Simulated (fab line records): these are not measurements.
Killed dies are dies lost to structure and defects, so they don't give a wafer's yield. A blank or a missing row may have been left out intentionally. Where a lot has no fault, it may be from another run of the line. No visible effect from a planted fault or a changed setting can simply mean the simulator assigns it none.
fab line records	flow nand_harc
record: lots: 13	wafers: 39	last_day: 25
route steps=1159 shown P_STI@97 A_M1@1044 A_BONDPAD@1072 THIN_TSV@1129 END@1159
lots untouched by any fault: they come from a run of this same line in which no faults occurred
start_h: hours from the record's opening day to when the first of the lot's shown wafers began	wait_h: hours elapsed since this lot's preceding step	" repeats the value in the row above	L1.1+2: several wafers, shown together as one row	- value missing, or start not given	* or withheld: withheld	< > ~ a bound
route shown NAME@n: a module of which the file shows steps, and the number in the route of the first	usual: mean/standard deviation taken from wafers without a fault	same: alike in all rows	chamber/n: place in a boat	sites: the reading at each site	_std_site: standard deviation of those values	_edge_site: the outer-site mean with the inner-site mean subtracted	radius_mm: for every site, how far away it sits from the centre of the wafer	mask NAME#n: copy n	behind: the most recent tool/chamber to have shaped the wafer	hold: what put the lot on hold/how long, in hours/how the hold closed	device: whichever transistor did not switch (one of n, p or np)	end of line: at the end of the route, the tests of the same wafers	step lacking rows: just its recipe	killed: at the first sort, the dies lost to defects and structure; wafer yield is something else	map: per-die view of a wafer (x killed, . not killed, _ where there is no die)
set.NAME: the setting as run; set.NAME@STEP: as run at that earlier step	model.NAME: the simulator's own value behind a step, which no gauge read
the route's steps for a sample of lots (tables are steps, rows are wafers)
services: a tool's chamber out of use, with start hour (start_h, from the record's first day; less than 0 if before it), hours out, and reason
== steps ==
step: NHARC_P_STI_OXIDE_33
recipe: target_thk_a: 100	temp_c: 1000	ox_time_s: 281	material: SiO2
usual: zone_power_top_pct: 38.7/1.9
lot.wafer	tool	chamber	start_h	wait_h	zone_power_top_pct
L719.1	furnace-06	0	45.27	4.0	35.6
L719.4	"	0	"	"	36.5
L719.5	"	0	"	"	36.3
L720.1	furnace-06	0	45.27	4.2	36.7
L720.3	"	0	"	"	35.8
L720.6	"	0	"	"	36.3
L721.2	furnace-08	0	58.86	5.8	38.6
L721.4	"	0	"	"	39.6
L721.6	"	0	"	"	39.2
L722.2	furnace-08	0	58.86	5.6	39.2
L722.4	"	0	"	"	39.1
L722.5	"	0	"	"	39.1
L723.1	furnace-08	0	64.83	3.7	39.1
L723.3	"	0	"	"	38.4
L723.4	"	0	"	"	38.9
L725.2	furnace-06	0	72.14	0.1	36.8
L725.5	"	0	"	"	36.7
L725.6	"	0	"	"	36.0
L726.1	furnace-08	0	82.03	3.7	38.9
L726.4	"	0	"	"	39.6
L726.6	"	0	"	"	39.0
L727.2	furnace-01	0	89.80	3.6	43.4
L727.3	"	0	"	"	43.0
L727.5	"	0	"	"	41.8
L728.1	furnace-01	0	95.19	4.4	42.9
L728.2	"	0	"	"	43.1
L728.3	"	0	"	"	43.4
L729.1	furnace-08	0	105.74	6.6	39.0
L729.2	"	0	"	"	39.2
L729.6	"	0	"	"	38.9
L735.1	furnace-08	0	138.16	5.3	39.5
L735.3	"	0	"	"	39.4
L735.6	"	0	"	"	38.7
L736.1	furnace-08	0	138.16	0.1	39.2
L736.3	"	0	"	"	38.6
L736.4	"	0	"	"	38.5
L742.2	furnace-01	0	180.06	3.6	42.1
L742.3	"	0	"	"	42.5
L742.5	"	0	"	"	43.0
step: NHARC_A_M1_ETCH_28
recipe: target_depth_a: 300	over_etch_frac: 0.3	time_s: 72.99	ion_energy_ev: 150	cf4_flow_sccm: 50	n2_flow_sccm: 100	ar_flow_sccm: 150	rf_w: 300	bias_w: 100	chemistry: CF4/N2
usual: drypump_motor_current_A: 5.54/0.28	oes_product_au: 0.998/0.0093	rf_vpp_V: 315.2/1.8	showerhead_plenum_p_Torr: 2.69/0.091	throttle_valve_pct: 19.795/0.0085
lot.wafer	tool	chamber	start_h	wait_h	drypump_motor_current_A	oes_product_au	rf_hours_counter_h	rf_vpp_V	showerhead_plenum_p_Torr	throttle_valve_pct
L719.4	rie_diel-10	1	-	-	5.43	1.008	4	317.6	2.71	19.793
L719.1	"	0	"	"	5.95	1.009	3	311.6	2.53	19.799
L719.5	"	1	"	"	5.44	0.996	-	314.9	2.71	19.802
L720.3	rie_diel-03	1	-	-	5.90	0.991	1	317.0	2.78	19.800
L720.1	"	0	"	"	5.90	1.001	1	312.2	2.55	19.795
L720.6	"	1	"	"	5.92	1.004	-	316.4	2.78	19.799
L721.2	rie_diel-10	2	-	-	5.39	0.993	4	317.1	2.79	19.801
L721.4	"	3	"	"	5.20	0.994	4	316.3	2.78	19.786
L721.6	"	2	"	"	5.40	0.993	-	316.7	2.79	19.790
L722.4	rie_diel-11	3	-	-	5.24	0.981	1	314.2	2.66	19.802
L722.2	"	0	"	"	5.81	0.981	1	311.5	2.56	19.791
L722.5	"	3	"	"	5.24	0.981	-	315.3	2.66	19.792
L723.1	rie_diel-03	3	-	-	5.48	1.004	1	315.9	2.75	19.808
L723.3	"	1	"	"	5.91	1.008	1	317.1	2.78	19.796
L723.4	"	2	"	"	5.37	1.003	1	315.9	2.73	19.799
L725.2	rie_diel-10	0	-	-	5.94	1.010	5	312.5	2.53	19.802
L725.5	"	2	"	"	5.39	0.993	-	317.2	2.79	19.789
L725.6	"	3	"	"	5.23	0.995	-	317.0	2.78	19.803
L726.1	rie_diel-03	2	-	-	5.33	0.986	4	316.6	2.73	19.791
L726.4	"	3	"	"	5.49	0.999	-	316.6	2.74	19.804
L726.6	"	1	"	"	5.95	0.990	-	316.9	2.78	19.808
L727.2	rie_diel-10	0	-	-	5.94	1.011	5	313.2	2.53	19.822
L727.3	"	1	"	"	5.44	1.001	6	315.4	2.71	19.798
L727.5	"	3	"	"	5.28	1.001	-	317.1	2.78	19.789
L729.1	rie_diel-03	3	-	-	5.49	0.993	4	315.9	2.74	19.789
L729.2	"	2	"	"	5.37	1.004	4	316.1	2.73	19.793
L729.6	"	0	"	"	5.90	0.998	-	311.9	2.55	19.796
L728.2	rie_diel-03	3	-	-	5.47	0.995	5	317.1	2.74	19.804
L728.1	"	0	"	"	5.94	0.986	2	314.0	2.55	19.794
L728.3	"	2	"	"	5.35	0.986	5	315.7	2.73	19.789
L735.1	rie_diel-11	0	-	-	5.84	1.003	3	312.1	2.56	19.799
L735.3	"	1	"	"	5.26	0.999	3	313.9	2.63	19.804
L735.6	"	0	"	"	5.80	0.999	-	312.8	2.56	19.795
L736.1	rie_diel-11	1	-	-	5.24	1.011	3	314.4	2.63	19.788
L736.3	"	2	"	"	5.52	1.014	3	317.4	2.74	19.807
L736.4	"	2	"	"	5.54	1.025	-	315.7	2.73	19.803
L742.2	rie_diel-03	0	-	-	5.90	1.016	10	314.1	2.55	19.790
L742.3	"	3	"	"	5.48	1.001	11	315.4	2.74	19.795
L742.5	"	1	"	"	5.93	1.001	-	317.6	2.78	19.779
step: NHARC_A_BONDPAD_CD_MEAS_09
recipe: target_cd_nm: 500	landing_energy_ev: 500
usual: cd_nm: 501.1/1.6
lot.wafer	tool	chamber	start_h	wait_h	cd_nm
L719.1	cd_sem-01	0	410.14	-	501.2
L719.4	"	0	"	"	502.9
L719.5	"	0	"	"	500.3
L720.1	cd_sem-03	0	411.17	-	497.2
L720.3	"	0	"	"	500.1
L720.6	"	0	"	"	498.8
L721.2	cd_sem-03	0	419.03	-	502.8
L721.4	"	0	"	"	502.3
L721.6	"	0	"	"	498.4
L722.2	cd_sem-03	0	419.27	-	499.9
L722.4	"	0	"	"	502.3
L722.5	"	0	"	"	501.0
L723.1	cd_sem-02	0	419.48	-	500.5
L723.3	"	0	"	"	498.6
L723.4	"	0	"	"	498.6
L725.2	cd_sem-01	0	435.83	-	499.6
L725.5	"	0	"	"	502.5
L725.6	"	0	"	"	505.1
L726.1	cd_sem-02	0	448.50	-	501.1
L726.4	"	0	"	"	497.5
L726.6	"	0	"	"	500.5
L727.2	cd_sem-02	0	450.67	-	499.6
L727.3	"	0	"	"	501.9
L727.5	"	0	"	"	499.7
L729.1	cd_sem-02	0	463.89	-	502.9
L729.2	"	0	"	"	501.1
L729.6	"	0	"	"	501.8
L728.1	cd_sem-03	0	469.84	-	498.7
L728.2	"	0	"	"	502.2
L728.3	"	0	"	"	501.1
L735.1	cd_sem-02	0	495.74	-	498.4
L735.3	"	0	"	"	499.3
L735.6	"	0	"	"	501.9
L736.1	cd_sem-03	0	511.21	-	502.0
L736.3	"	0	"	"	501.5
L736.4	"	0	"	"	499.2
L742.2	cd_sem-03	0	569.48	-	498.9
L742.3	"	0	"	"	500.6
L742.5	"	0	"	"	502.3
step: NHARC_THIN_TSV_PVD_19
recipe: target_thk_a: 200	chamber_pressure_pa: 5	material: TaN
usual: throttle_valve_pct: 30.1/0.97
lot.wafer	tool	chamber	start_h	wait_h	throttle_valve_pct
L720.3	pvd_sputter-03	-	-	-	30.4
L720.1	"	-	"	"	31.0
L720.6	"	-	"	"	30.4
L719.4	pvd_sputter-01	-	-	-	29.1
L719.1	"	-	"	"	27.4
L719.5	"	-	"	"	27.3
L721.2	pvd_sputter-02	-	-	-	29.4
L721.4	"	-	"	"	31.0
L721.6	"	-	"	"	30.1
L722.2	pvd_sputter-03	-	-	-	29.9
L722.4	"	-	"	"	30.8
L722.5	"	-	"	"	30.4
L723.1	pvd_sputter-03	-	-	-	30.5
L723.4	"	-	"	"	31.2
L723.3	"	-	"	"	31.1
L725.2	pvd_sputter-03	-	-	-	30.6
L725.5	"	-	"	"	31.0
L725.6	"	-	"	"	30.8
L727.3	pvd_sputter-01	-	-	-	30.5
L727.2	"	-	"	"	30.8
L727.5	"	-	"	"	30.3
L726.1	pvd_sputter-02	-	-	-	29.3
L726.4	"	-	"	"	31.2
L726.6	"	-	"	"	30.1
L729.2	pvd_sputter-01	-	-	-	27.2
L729.1	"	-	"	"	30.7
L729.6	"	-	"	"	27.5
L728.2	pvd_sputter-02	-	-	-	30.4
L728.1	"	-	"	"	29.4
L728.3	"	-	"	"	30.9
L735.3	pvd_sputter-03	-	-	-	30.9
L735.1	"	-	"	"	31.1
L735.6	"	-	"	"	30.8
L736.1	pvd_sputter-01	-	-	-	29.7
L736.3	"	-	"	"	29.2
L736.4	"	-	"	"	28.5
L742.3	pvd_sputter-03	-	-	-	30.8
L742.2	"	-	"	"	31.2
L742.5	"	-	"	"	31.0
step: NHARC_END_SORT_01
recipe: temp_c: 25
usual: killed_at_array: 26/9	killed_at_other: 0.8/1.2	killed_at_periphery: 3.2/2.3	killed_dies: 30/9.1	killed_open: 3.5/2	killed_short: 1.8/1.4
same: gross_dies: 677
lot.wafer	tool	chamber	start_h	wait_h	killed_at_array	killed_at_other	killed_at_periphery	killed_dies	killed_open	killed_short
L735.1	prober-01	0	530.86	2.5	15	0	402	417	1	1
L735.3	prober-01	0	532.48	3.1	14	3	421	438	1	3
L735.6	prober-01	0	534.90	4.0	15	2	382	399	3	1
L736.1	prober-01	0	542.76	2.5	20	0	386	406	2	1
L736.3	prober-01	0	544.36	3.1	25	0	399	424	2	1
L736.4	prober-01	0	545.16	3.4	19	1	386	406	4	0
killed by level:class
L735.1 P_STI:unspecified=401 A_SLIT:chamber_film_flake=7 A_CHANNEL_HOLE_D1:chamber_film_flake=4 P_M0:geometric_particle:short=1 A_CONTACT:geometric_particle:open=1 A_ZERO_WELL:chamber_film_flake=1 A_STAIRCASE:chamber_film_flake=1 A_CONTACT:chamber_film_flake=1
L735.3 P_STI:unspecified=420 A_SLIT:chamber_film_flake=6 A_STAIRCASE:chamber_film_flake=3 THIN_TSV:chamber_film_flake=3 A_CHANNEL_FILL_D1:geometric_particle:short=2 P_CONTACT:geometric_particle:open=1 A_BLC:geometric_particle:short=1 A_CONTACT:chamber_film_flake=1
L735.6 P_STI:unspecified=380 A_SLIT:chamber_film_flake=9 P_CONTACT:geometric_particle:open=2 A_CONTACT:chamber_film_flake=2 THIN_TSV:chamber_film_flake=2 A_ONON_D1:geometric_particle:open=1 A_ONON_D1:geometric_particle:short=1 A_CHANNEL_HOLE_D1:chamber_film_flake=1
L736.1 P_STI:unspecified=384 A_CHANNEL_HOLE_D1:chamber_film_flake=10 A_STAIRCASE:chamber_film_flake=3 P_STI:chamber_film_flake=2 A_CONTACT:chamber_film_flake=2 A_M0:chamber_film_flake=2 A_ONON_D1:geometric_particle:open=1 A_CHANNEL_FILL_D1:geometric_particle:short=1
L736.3 P_STI:unspecified=398 A_CHANNEL_HOLE_D1:chamber_film_flake=13 A_CONTACT:chamber_film_flake=6 A_CONTACT:geometric_particle:open=2 A_M0:chamber_film_flake=2 A_ONON_D1:geometric_particle:short=1 P_ZERO_WELL:chamber_film_flake=1 A_STAIRCASE:chamber_film_flake=1
L736.4 P_STI:unspecified=381 A_CHANNEL_HOLE_D1:chamber_film_flake=14 P_CONTACT:geometric_particle:open=2 P_STI:chamber_film_flake=2 A_WL_FILL:geometric_particle:open=1 A_CONTACT:geometric_particle:open=1 P_ZERO_WELL:chamber_film_flake=1 A_BLC:chamber_film_flake=1
== services ==
tool	chamber	start_h	hours	kind
rie_diel-03	-	38.30	9.0	pm
rie_diel-03	3	97.23	9.3	repair
rie_diel-10	2	101.06	4.8	repair
pvd_sputter-03	-	106.96	10.0	pm
rie_diel-03	2	128.74	8.4	repair
rie_diel-10	-	135.32	1.8	repair
pvd_sputter-01	-	160.94	10.0	pm
rie_diel-10	-	176.50	9.0	pm
rie_diel-03	2	209.90	19.0	repair
rie_diel-03	-	215.30	9.0	pm
rie_diel-10	2	218.86	5.8	repair
pvd_sputter-01	-	256.36	3.0	repair
pvd_sputter-03	-	277.34	1.6	repair
pvd_sputter-01	-	279.15	1.4	repair
pvd_sputter-03	-	285.02	10.0	pm
rie_diel-10	0	289.48	9.3	repair
rie_diel-03	0	313.62	5.5	repair
rie_diel-03	-	392.30	9.0	pm
pvd_sputter-03	-	425.63	1.6	repair
rie_diel-03	0	432.71	12.3	repair
pvd_sputter-03	-	463.02	10.0	pm
rie_diel-03	3	527.89	10.6	repair
pvd_sputter-03	-	532.74	2.1	repair
rie_diel-03	-	569.30	9.0	pm
== key ==
first_sign: step: NHARC_END_SORT_01	reading: killed_at_periphery	direction: up	sigmas: 99+	usual: 3.2	struck: 396
effect: step: NHARC_END_SORT_01	reading: killed_dies	direction: up	sigmas: 42	usual: 30	struck: 415
more_kills_born_at: NHARC_P_STI_OXIDE_33@furnace-08: 2364
met_at NHARC_P_STI_OXIDE_33
struck_lots L735,L736
tester_left_out L735,L736
not_acting_at NHARC_A_M1_ETCH_28,NHARC_A_BONDPAD_CD_MEAS_09,NHARC_THIN_TSV_PVD_19
onset_between 105.74 138.16
fault: kind: chamber_particle_source	tool: furnace-08	chamber: -	onset_h: 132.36	steps: NHARC_P_STI_OXIDE_33	rate_per_visit_cm2: 0.98983	end_h: 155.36
tester_left_out: of these lots the tester's yield and bins aren't shown, on N5 and GAA mostly nor the transistor test; their killed dies are dies lost to structure and defects alone, not to doping, threshold or leakage, so they don't give the yield
